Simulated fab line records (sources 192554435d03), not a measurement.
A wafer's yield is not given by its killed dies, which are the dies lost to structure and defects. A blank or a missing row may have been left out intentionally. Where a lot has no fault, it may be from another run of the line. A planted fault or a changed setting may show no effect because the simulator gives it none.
A lot that was struck, set against a sound lot :: flow n5-finfet :: 22 out of 1938 route steps
Sound: wafers L469.2, L469.5, L469.6. Wafers L456.2, L456.4, L456.6 were the ones struck. At the end, the cause is stated.
At each step with rows: each side's tool, then ch and its chambers, then its first start. Under that, the readings that differ: sound wafers :: struck wafers :: difference of the means :: sigmas: that difference in standard deviations of wafers without a fault.
alike: same words and numbers on both sides, and readings whose means sit less than 2 such deviations apart. not compared: any withheld reading, any reading some wafer has no value for, any bound like >300 that may hide the same value, and any number with overlapping values for which the record gives no deviation.
The two part at a step that has a row with sigmas, a row that says differs or no value, or rows on one side only. Numbers that have no deviation but don't overlap get no sigmas and don't part them. A reading that every wafer of one side lacks parts them only if that side has two wafers or more.

first, 8 steps without rows for these wafers: N5_BEOL_M12_SPUTTER_44 (material Ta, target thk 10 nm, time 16.13 s); N5_BEOL_M12_SPUTTER_45 (material Cu, target thk 80 nm, time 13.33 s); N5_BEOL_M12_ECD_47 (material Cu, target thk 720 nm); N5_BEOL_M12_ANNEAL_48 (time 90 s); N5_BEOL_M12_CMP_49 (polishes, stops on SiOC, t overpolish 20.6 s, target thk 320 nm); N5_BEOL_M12_PRE_CLEAN_52 (time 15 s); N5_BEOL_M12_DEP_53 (deposits SiCN from 3MS/NH3, target thk 30 nm, time 10.5 s); N5_BEOL_M13_ILD_DEP_00 (deposits SiOC from DEMS/O2, target thk 837.92 nm, time 166.4 s).
N5_BEOL_M13_COAT_58: time 60 s, resist thk 89 nm.
  sound on litho-track-04 ch 0, day 18 02:08; struck on litho-track-04 ch 0, day 14 17:41
reading: spin-speed-rpm (rpm)
sound: 1499.9 1500.0 1497.4
struck: 1311.3 1313.1 1312.1
difference: -186.9
sigmas: -99 or more

reading: model.BARC_of_BEOL_M13_COAT_58.thk-nm (nm)
sound: 88.6 88.6 88.6
struck: 95 95.2 95.4
difference: +7
sigmas: 
  alike: chill-plate-temp-C
then, 8 steps without rows for these wafers: N5_BEOL_M13_COAT_04 (resist thk 400 nm); N5_BEOL_M13_EBR_06; N5_BEOL_M13_SOFTBAKE_05 (time 60 s); N5_BEOL_M13_EXPOSE_07 (exposes mask V12); N5_BEOL_M13_PEB_08 (peb time 90 s); N5_BEOL_M13_DEVELOP_09 (develop time 45 s); N5_BEOL_M13_HARDBAKE_14 (time 120 s); N5_BEOL_M13_DESCUM_15 (chemistry O2, time 7.9 s).
N5_BEOL_M13_ETCH_59: etches BARC in N2/H2, target depth 89 nm, overetch 26.7 nm, time 67.9 s.
  sound on rie-diel-04 ch 0,2,3, day 18 03:07; struck on rie-diel-06 ch 0,2,3, day 14 18:13
reading: model.etch.depth-nm (nm)
sound: 88.69 88.6 88.52
struck: 95.07 95.26 95.32
difference: +6.61
sigmas: 
  alike: drypump-motor-current-A, oes-product-au, rf-vpp-V, showerhead-plenum-p-Torr, throttle-valve-pct
  not compared: rf-hours-counter-h
then, 2 steps without rows for these wafers: N5_BEOL_M13_VIA_ETCH_16 (etches SiOC in C4F8/O2/Ar, target depth 921.7 nm); N5_BEOL_M13_STRIP_63 (strips in N2/H2).
N5_BEOL_M13_STRIP_64: strips in N2/H2.
  sound on plasma-asher-02 ch 0,1, day 18 03:28; struck on plasma-asher-01 ch 0,1, day 14 18:37
reading: strip-time-to-endpoint-s (s)
sound: 31.21 31.20 31.16
struck: 33.03 33.09 33.11
difference: +1.89
sigmas: +25
  alike: drypump-motor-current-A, heater-power-w, oes-product-au
  not compared: rf-hours-counter-h
then, 1 step without rows for these wafers: N5_BEOL_M13_STRIP_71 (strips in post etch residue remover, time 60 s).

WHERE THEY PART
Earliest at N5_BEOL_M13_COAT_58; latest, in this record, at N5_BEOL_M13_STRIP_64.

WHY: what had been put in by the simulator
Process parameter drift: litho-track-04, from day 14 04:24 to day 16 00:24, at N5_BEOL_M13_COAT_58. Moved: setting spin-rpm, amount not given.
